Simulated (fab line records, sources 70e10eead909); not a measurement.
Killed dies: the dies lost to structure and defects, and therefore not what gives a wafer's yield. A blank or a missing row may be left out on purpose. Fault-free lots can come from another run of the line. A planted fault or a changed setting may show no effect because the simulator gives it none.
fab line records | flow nand-harc | part 1 of 2: steps 1 to 4 of 6
record: lots: 20 wafers: 60 last-day: 33
route steps=1302 shown A_STAIRCASE@705
lots that met no fault: taken from a fault-free run of the same line
start-h: hours from the record's first day to the start of the lot's first wafer shown | wait-h: time in hours since the lot's previous step | " repeats the value in the row above | L1.1+2: one row covering several wafers at once | - either no value or no given start | * or withheld: withheld | < > ~ a bound
route shown NAME@n: NAME is a module with steps in the file, n the number in the route of the first one | usual: mean/standard deviation of fault-free wafers | same: alike in all rows | chamber/n: place in a boat | sites: readings site by site | _std_site: the standard deviation of these | _edge_site: inner sites' mean taken away from outer sites' mean | radius-mm: for every site, how far away it sits from the centre of the wafer | mask NAME#n: copy n | behind: the last tool/chamber to shape the wafer | hold: cause of the lot's hold/its duration in hours/its outcome | device: the n, p or np transistor that did not switch | end of line: at the end of the route, the tests of the same wafers | a step with no rows: only its recipe | killed: not the wafer's yield, but the dies lost to structure and defects at the first sort | map: a wafer's dies, marking killed ones x, the rest . and places with no die _
set.NAME: setting as actually run; set.NAME@STEP: the setting as run at that earlier step | model.NAME: the simulator's own value behind a step, which no gauge read
a sample of lots followed through the steps of the route, with each step as a table and each wafer as a row
services: a tool's chamber out of use, with start hour (start-h, from the record's first day; less than 0 if before it), hours out, and reason
== steps ==
step: NHARC_A_STAIRCASE_TRIM_191
recipe: time-s: 211.2 o2-flow-sccm: 500 ar-flow-sccm: 0 bias-w: 0 chemistry: O2
usual: chamber-pressure-mTorr: 60.00/0.052 drypump-motor-current-A: 5.7/0.43 oes-product-au: 1.003/0.01 rf-vpp-V: 57.6/0.9 showerhead-plenum-p-Torr: 3.44/0.11 throttle-valve-pct: 17.038/0.0085
columns lot.wafer tool chamber start-h wait-h chamber-pressure-mTorr drypump-motor-current-A oes-product-au rf-hours-counter-h rf-vpp-V showerhead-plenum-p-Torr throttle-valve-pct
L074.4 rie-diel-01 1 - - 59.99 6.4 1.023 46 55.8 3.41 17.051
L074.1 " 2 " " 59.91 5.2 0.989 45 57.4 3.31 17.032
L074.3 " 0 " " 59.93 4.9 1.002 45 57.4 3.37 17.050
L075.2 rie-diel-04 2 - - 60.00 6.1 0.989 14 57.9 3.42 17.032
L075.3 " 3 " " 59.98 5.5 0.997 14 57.5 3.60 17.026
L075.6 " 2 " " 59.98 6.1 0.994 - 57.8 3.42 17.033
L076.2 rie-diel-08 2 - - 60.02 5.9 0.987 7 55.3 3.46 17.029
L076.3 " 0 " " 59.90 5.3 1.003 7 57.5 3.33 17.045
L076.5 " 1 " " 59.96 5.9 0.997 - 56.9 3.55 17.019
L077.2 rie-diel-08 1 - - 59.95 5.8 0.995 9 57.8 3.55 17.042
L077.5 " 2 " " 60.06 5.9 0.979 - 58.7 3.46 17.042
L077.6 " 3 " " 60.06 5.9 0.993 - 56.3 3.47 17.041
L079.1 rie-diel-01 3 - - 59.98 5.9 0.998 4 56.5 3.41 17.038
L079.5 " 2 " " 59.92 5.2 1.001 - 57.3 3.30 17.026
L079.6 " 3 " " 60.05 5.9 0.998 - 57.9 3.41 17.026
L078.3 rie-diel-01 0 - - 59.93 4.9 1.019 8 56.4 3.37 17.041
L078.2 " 2 " " 60.01 5.2 0.998 9 55.8 3.30 17.047
L078.6 " 0 " " 60.00 4.9 1.010 - 57.0 3.37 17.039
L080.1 rie-diel-08 2 - - 59.97 5.9 0.985 15 57.2 3.46 17.034
L080.2 " 3 " " 59.92 5.9 0.989 13 57.3 3.46 17.034
L080.6 " 2 " " 60.05 5.9 0.989 - 57.4 3.46 17.038
L081.3 rie-diel-08 2 - - 60.02 5.9 0.995 20 58.9 3.45 17.033
L081.1 " 3 " " 59.92 5.8 0.989 17 58.4 3.46 17.054
L081.6 " 3 " " 59.98 5.8 0.996 - 58.1 3.46 17.028
L083.1 rie-diel-08 2 - - 59.97 5.9 1.005 27 56.8 3.45 17.038
L083.6 " 1 " " 59.97 5.9 1.008 - 57.9 3.54 17.040
L083.5 " 2 " " 60.07 5.9 0.991 - 59.0 3.45 17.032
L084.2 rie-diel-08 2 - - 59.98 5.9 0.992 29 56.9 3.45 17.037
L084.3 " 3 " " 59.90 5.9 1.005 28 58.2 3.45 17.039
L084.1 " 0 " " 59.99 5.3 1.003 31 56.5 3.31 17.013
L087.2 rie-diel-04 1 - - 60.03 5.5 1.017 56 58.6 3.44 17.039
L087.4 " 2 " " 59.90 6.2 0.986 55 57.1 3.40 17.032
L087.1 " 3 " " 60.06 5.5 1.001 54 58.1 3.58 17.049
L086.4 rie-diel-08 1 - - 59.92 5.8 1.006 41 58.3 3.54 17.021
L086.2 " 2 " " 60.07 5.9 1.007 40 58.0 3.44 17.025
L086.5 " 2 " " 60.11 5.9 1.002 - 57.6 3.44 17.022
L089.1 rie-diel-01 0 - - 59.85 4.9 1.014 36 57.9 3.35 17.043
L089.2 " 1 " " 60.03 6.4 1.010 38 57.3 3.38 17.034
L089.3 " 2 " " 59.95 5.2 1.012 38 56.6 3.29 17.031
L091.2 rie-diel-01 2 - - 60.01 5.2 1.007 45 57.9 3.28 17.029
L091.5 " 3 " " 60.14 6.0 1.006 - 56.5 3.39 17.047
L091.6 " 0 " " 60.07 4.9 1.003 - 57.9 3.35 17.049
L092.2 rie-diel-08 2 - - 59.97 5.9 0.993 59 58.0 3.43 17.038
L092.3 " 1 " " 59.98 5.8 1.003 62 57.6 3.52 17.047
L092.4 " 1 " " 60.03 5.8 0.995 - 57.0 3.52 17.050
L093.1 rie-diel-01 0 - - 60.04 4.9 1.008 54 57.3 3.34 17.033
L093.2 " 2 " " 60.01 5.2 1.003 56 58.0 3.28 17.055
L093.5 " 1 " " 59.96 6.4 1.018 - 59.1 3.38 17.045
L094.2 rie-diel-01 1 - - 60.04 6.4 1.007 56 57.8 3.38 17.030
L094.3 " 0 " " 60.02 4.9 0.994 56 58.0 3.34 17.039
L094.5 " 1 " " 60.00 6.4 1.010 - 58.8 3.38 17.038
L095.3 rie-diel-04 3 - - 59.95 5.5 1.011 14 58.1 3.56 17.024
L095.1 " 0 " " 60.00 5.1 1.012 14 58.1 3.70 17.036
L095.2 " 2 " " 59.99 6.1 1.007 13 58.4 3.38 17.034
L097.2 rie-diel-04 1 - - 60.01 5.5 1.023 16 57.0 3.42 17.025
L097.4 " 3 " " 60.04 5.5 1.017 17 59.6 3.56 17.032
L097.6 " 0 " " 60.04 5.1 1.011 - 57.6 3.70 17.019
L096.2 rie-diel-04 1 - - 59.97 5.5 1.022 17 58.0 3.42 17.049
L096.4 " 2 " " 59.97 6.1 1.007 16 58.2 3.38 17.036
L096.1 " 3 " " 60.00 5.5 1.014 17 57.9 3.56 17.053
step: NHARC_A_STAIRCASE_DESCUM_219
recipe: time-s: 3 o2-flow-sccm: 200 ar-flow-sccm: 0 bias-power-w: 0 chemistry: O2
usual: chamber-pressure-mTorr: 60.01/0.054 drypump-motor-current-A: 5.6/0.44 oes-product-au: 1.002/0.011 rf-vpp-V: 57.6/0.83 showerhead-plenum-p-Torr: 1.86/0.065 throttle-valve-pct: 11.312/0.009
columns lot.wafer tool chamber start-h wait-h chamber-pressure-mTorr drypump-motor-current-A oes-product-au rf-hours-counter-h rf-vpp-V showerhead-plenum-p-Torr throttle-valve-pct
L074.4 rie-diel-08 0 382.76 - 60.04 5.3 1.008 3 56.7 1.80 11.316
L074.3 " 1 " " 60.06 5.8 0.997 3 57.9 1.93 11.320
L074.1 " 2 " " 60.03 5.9 0.981 2 57.8 1.88 11.321
L075.2 rie-diel-08 3 387.24 - 59.99 5.8 0.990 4 59.4 1.88 11.293
L075.3 " 1 " " 60.10 5.8 0.997 5 57.1 1.93 11.318
L075.6 " 3 " " 60.03 5.8 0.989 - 57.8 1.88 11.310
L076.2 rie-diel-01 0 394.53 - 60.04 4.9 1.009 2 57.9 1.82 11.329
L076.3 " 1 " " 60.01 6.4 0.998 2 56.8 1.84 11.308
L076.5 " 2 " " 60.00 5.2 0.990 - 57.6 1.78 11.304
L077.2 rie-diel-04 3 398.65 - 60.01 5.5 1.003 21 58.3 1.95 11.299
L077.5 " 1 " " 59.99 5.5 1.004 - 57.5 1.87 11.321
L077.6 " 2 " " 59.96 6.1 0.981 - 57.8 1.85 11.311
L079.1 rie-diel-04 3 405.59 - 59.93 5.4 1.007 24 58.3 1.95 11.307
L079.6 " 3 " " 60.00 5.4 1.009 - 59.3 1.95 11.319
L079.5 " 0 " " 59.98 5.1 1.015 - 58.1 2.03 11.312
L078.2 rie-diel-01 1 421.32 - 60.04 6.4 1.015 10 58.2 1.84 11.316
L078.3 " 2 " " 60.04 5.2 0.987 10 58.0 1.78 11.333
L078.6 " 1 " " 60.00 6.4 1.001 - 57.5 1.84 11.308
L080.2 rie-diel-08 0 424.25 - 60.04 5.3 0.993 14 57.2 1.79 11.298
L080.1 " 2 " " 60.06 5.9 0.983 16 57.6 1.87 11.312
L080.6 " 3 " " 59.96 5.8 0.988 - 57.5 1.88 11.310
L081.1 rie-diel-04 3 440.48 - 60.02 5.4 1.014 35 58.9 1.95 11.308
L081.3 " 0 " " 60.00 5.1 1.010 36 58.0 2.03 11.306
L081.6 " 0 " " 59.97 5.1 1.016 - 59.3 2.03 11.307
L083.1 rie-diel-08 1 464.11 - 60.10 5.8 1.000 32 57.8 1.92 11.301
L083.6 " 1 " " 60.10 5.8 0.996 - 58.8 1.92 11.313
L083.5 " 2 " " 60.03 5.9 0.997 - 59.1 1.87 11.325
L084.2 rie-diel-08 2 467.41 - 59.94 5.9 0.998 30 58.6 1.87 11.309
L084.1 " 3 " " 60.05 5.8 1.007 29 58.5 1.87 11.294
L084.3 " 1 " " 60.02 5.8 1.007 33 57.3 1.92 11.303
L087.4 rie-diel-08 1 497.53 - 60.11 5.8 1.002 42 57.5 1.92 11.298
L087.1 " 2 " " 60.05 5.9 1.017 40 58.1 1.86 11.320
L087.2 " 3 " " 59.96 5.8 0.996 41 57.0 1.87 11.322
L086.2 rie-diel-01 2 498.68 - 59.93 5.2 1.005 37 57.1 1.77 11.294
L086.4 " 0 " " 60.02 4.9 1.012 35 57.5 1.81 11.314
L086.5 " 2 " " 60.01 5.2 1.009 - 58.4 1.77 11.328
L089.1 rie-diel-08 0 507.37 - 60.02 5.2 1.002 47 58.2 1.78 11.313
L089.3 " 2 " " 60.04 5.9 0.996 43 56.9 1.86 11.319
L089.2 " 3 " " 59.90 5.8 0.994 44 56.3 1.87 11.300
L091.2 rie-diel-01 1 536.50 - 60.09 6.4 1.017 48 57.5 1.83 11.321
L091.6 " 0 " " 59.95 4.9 1.000 - 55.6 1.81 11.308
L091.5 " 1 " " 60.04 6.4 1.007 - 59.0 1.83 11.304
L092.4 rie-diel-01 0 545.52 - 60.02 4.9 0.997 53 56.8 1.81 11.321
L092.2 " 1 " " 59.97 6.4 1.020 54 56.6 1.83 11.302
L092.3 " 3 " " 59.94 6.0 0.999 52 58.7 1.83 11.309
L093.2 rie-diel-04 2 550.30 - 60.02 6.1 1.005 4 58.7 1.83 11.303
L093.1 " 3 " " 60.05 5.4 1.017 5 57.6 1.94 11.320
L093.5 " 3 " " 60.03 5.4 1.016 - 58.2 1.94 11.315
L094.2 rie-diel-08 2 555.35 - 59.93 5.9 1.006 0 56.9 1.86 11.332
L094.3 " 1 " " 60.03 5.8 0.996 0 58.1 1.91 11.304
L094.5 " 0 " " 59.94 5.2 1.010 - 56.5 1.78 11.311
L095.1 rie-diel-04 1 584.43 - 60.00 5.5 1.023 14 57.5 1.85 11.308
L095.3 " 3 " " 59.99 5.5 1.011 14 59.0 1.93 11.300
L095.2 " 0 " " 60.03 5.1 1.021 15 57.4 2.01 11.310
L097.2 rie-diel-01 0 594.61 - 60.07 4.9 1.013 13 58.5 1.80 11.317
L097.4 " 1 " " 60.07 6.4 1.026 - 56.4 1.82 11.320
L097.6 " 0 " " 59.98 4.9 1.010 - 57.5 1.80 11.315
L096.2 rie-diel-04 2 595.60 - 59.98 6.2 0.992 18 56.6 1.83 11.311
L096.4 " 0 " " 59.95 5.1 1.006 19 59.3 2.01 11.292
L096.1 " 1 " " 60.09 5.5 1.026 18 57.7 1.85 11.322
step: NHARC_A_STAIRCASE_ETCH_221
recipe: target-depth-a: 1000 time-s: 40.5 ion-energy-ev: 400 c4f8-flow-sccm: 20 o2-flow-sccm: 10 ar-flow-sccm: withheld rf-w: 600 bias-w: 1000 chemistry: C4F8/O2
usual: chamber-pressure-mTorr: 24.999/0.022 oes-product-au: 0.946/0.016 rf-vpp-V: 893/4.1
columns lot.wafer tool chamber start-h wait-h chamber-pressure-mTorr oes-product-au rf-hours-counter-h rf-vpp-V
L074.1 rie-diel-08 2 - - 25.009 0.949 2 896
L074.4 " 3 " " 24.986 0.956 2 893
L074.3 " 0 " " 24.995 0.952 3 888
L075.3 rie-diel-08 0 - - 24.985 0.929 5 888
L075.2 " 2 " " 24.984 0.916 5 893
L075.6 " 1 " " 24.978 0.936 - 897
L076.2 rie-diel-01 1 - - 24.980 0.965 2 892
L076.3 " 2 " " 25.000 0.956 2 889
L076.5 " 1 " " 24.985 0.974 - 892
L077.2 rie-diel-04 2 - - 25.021 0.928 21 892
L077.6 " 2 " " 25.004 0.933 - 891
L077.5 " 3 " " 24.972 0.958 - 900
L079.1 rie-diel-04 2 - - 24.998 0.919 24 891
L079.5 " 2 " " 24.995 0.925 - 892
L079.6 " 3 " " 24.982 0.931 - 899
L078.3 rie-diel-01 3 - - 25.006 0.927 8 891
L078.2 " 2 " " 24.964 0.919 10 888
L078.6 " 0 " " 25.031 0.944 - 890
L080.2 rie-diel-08 0 - - 25.003 0.944 14 889
L080.1 " 1 " " 25.002 0.953 17 896
L080.6 " 0 " " 24.969 0.950 - 887
L081.1 rie-diel-04 3 - - 25.006 0.933 35 898
L081.3 " 1 " " 24.976 0.971 36 892
L081.6 " 3 " " 25.005 0.943 - 898
L083.1 rie-diel-08 2 - - 24.975 0.933 29 894
L083.5 " 0 " " 24.991 0.951 - 889
L083.6 " 1 " " 24.974 0.940 - 898
L084.3 rie-diel-08 0 - - 24.994 0.945 32 888
L084.1 " 1 " " 25.012 0.953 33 895
L084.2 " 3 " " 25.003 0.937 29 894
L087.2 rie-diel-08 2 - - 25.002 0.927 40 893
L087.4 " 3 " " 25.018 0.944 41 893
L087.1 " 0 " " 24.980 0.966 42 889
L086.2 rie-diel-01 1 - - 24.996 0.987 37 892
L086.4 " 2 " " 25.024 0.959 37 887
L086.5 " 1 " " 24.989 0.975 - 892
L089.3 rie-diel-08 1 - - 24.997 0.957 47 896
L089.1 " 2 " " 25.000 0.954 43 893
L089.2 " 0 " " 24.973 0.945 47 889
L091.2 rie-diel-01 0 - - 25.005 0.939 49 890
L091.6 " 2 " " 24.978 0.938 - 888
L091.5 " 3 " " 25.008 0.913 - 890
L092.2 rie-diel-01 3 - - 25.004 0.919 53 891
L092.3 " 0 " " 25.020 0.919 53 890
L092.4 " 1 " " 24.968 0.926 54 892
L093.1 rie-diel-04 3 - - 25.034 0.955 5 898
L093.2 " 0 " " 25.018 0.968 5 903
L093.5 " 1 " " 25.020 0.962 - 892
L094.2 rie-diel-08 2 - - 25.052 0.958 0 892
L094.3 " 0 " " 24.986 0.954 0 888
L094.5 " 1 " " 24.957 0.946 - 897
L095.1 rie-diel-04 3 - - 25.035 0.933 15 898
L095.3 " 0 " " 24.979 0.927 16 902
L095.2 " 1 " " 25.042 0.947 14 892
L097.2 rie-diel-01 0 - - 24.993 0.940 13 889
L097.4 " 0 " " 24.994 0.941 - 888
L097.6 " 1 " " 25.024 0.956 - 892
L096.1 rie-diel-04 3 - - 25.004 0.940 19 897
L096.4 " 0 " " 24.983 0.937 20 902
L096.2 " 1 " " 25.030 0.954 18 893
step: NHARC_A_STAIRCASE_ETCH_223
recipe: target-depth-a: 1000 time-s: 40.5 ion-energy-ev: 400 c4f8-flow-sccm: 20 o2-flow-sccm: 10 ar-flow-sccm: withheld rf-w: 600 bias-w: 1000 chemistry: C4F8/O2
usual: chamber-pressure-mTorr: 25.001/0.023 oes-product-au: 0.946/0.013 rf-vpp-V: 893/4
columns lot.wafer tool chamber start-h wait-h chamber-pressure-mTorr oes-product-au rf-hours-counter-h rf-vpp-V
L074.3 rie-diel-08 2 - - 24.979 0.922 3 893
L074.1 " 0 " " 25.010 0.936 3 888
L074.4 " 1 " " 24.987 0.926 3 896
L075.2 rie-diel-08 1 - - 24.949 0.936 6 898
L075.3 " 2 " " 24.992 0.924 5 893
L075.6 " 0 " " 24.969 0.927 - 888
L076.2 rie-diel-01 0 - - 25.005 0.957 2 890
L076.3 " 1 " " 24.991 0.963 2 891
L076.5 " 3 " " 25.062 0.935 - 892
L077.2 rie-diel-04 0 - - 24.975 0.968 22 903
L077.6 " 3 " " 24.953 0.950 - 900
L077.5 " 0 " " 25.048 0.967 - 903
L079.1 rie-diel-04 2 - - 24.997 0.918 24 891
L079.6 " 1 " " 24.971 0.933 - 894
L079.5 " 2 " " 25.023 0.916 - 892
L078.2 rie-diel-01 3 - - 25.047 0.936 8 892
L078.3 " 2 " " 24.979 0.935 10 888
L078.6 " 0 " " 25.029 0.955 - 891
L080.1 rie-diel-08 2 - - 24.999 0.949 16 894
L080.2 " 0 " " 25.000 0.943 14 889
L080.6 " 2 " " 25.019 0.944 - 894
L081.3 rie-diel-04 3 - - 24.978 0.945 36 899
L081.1 " 1 " " 25.025 0.974 36 893
L081.6 " 2 " " 24.959 0.931 - 892
L083.1 rie-diel-08 1 - - 25.004 0.951 32 895
L083.6 " 3 " " 25.028 0.939 - 893
L083.5 " 0 " " 25.005 0.942 - 887
L084.2 rie-diel-08 2 - - 25.040 0.933 30 893
L084.1 " 0 " " 24.983 0.956 32 887
L084.3 " 1 " " 24.982 0.954 33 897
L087.1 rie-diel-08 3 - - 25.008 0.944 41 894
L087.2 " 0 " " 24.995 0.949 42 888
L087.4 " 1 " " 24.961 0.962 42 896
L086.2 rie-diel-01 0 - - 24.999 0.950 35 889
L086.4 " 2 " " 25.003 0.931 37 888
L086.5 " 0 " " 24.974 0.957 - 889
L089.3 rie-diel-08 0 - - 24.996 0.950 47 887
L089.1 " 1 " " 25.036 0.949 47 896
L089.2 " 3 " " 25.024 0.948 44 893
L091.2 rie-diel-01 2 - - 25.018 0.923 49 887
L091.6 " 1 " " 24.995 0.948 - 891
L091.5 " 2 " " 24.987 0.925 - 889
L092.3 rie-diel-01 3 - - 24.977 0.934 53 891
L092.4 " 0 " " 25.055 0.923 53 889
L092.2 " 1 " " 25.027 0.931 54 890
L093.1 rie-diel-04 1 - - 25.000 0.972 4 892
L093.2 " 2 " " 25.025 0.946 4 890
L093.5 " 1 " " 25.021 0.965 - 892
L094.3 rie-diel-08 2 - - 24.997 0.951 0 893
L094.2 " 0 " " 25.019 0.948 0 888
L094.5 " 1 " " 25.032 0.930 - 896
L095.2 rie-diel-04 3 - - 24.982 0.937 15 898
L095.1 " 0 " " 24.975 0.946 16 902
L095.3 " 1 " " 25.036 0.959 14 893
L097.2 rie-diel-01 0 - - 24.988 0.948 13 888
L097.4 " 0 " " 24.990 0.959 - 890
L097.6 " 1 " " 24.999 0.954 - 890
L096.2 rie-diel-04 1 - - 24.997 0.963 19 891
L096.4 " 2 " " 25.024 0.944 18 891
L096.1 " 3 " " 24.991 0.965 19 896
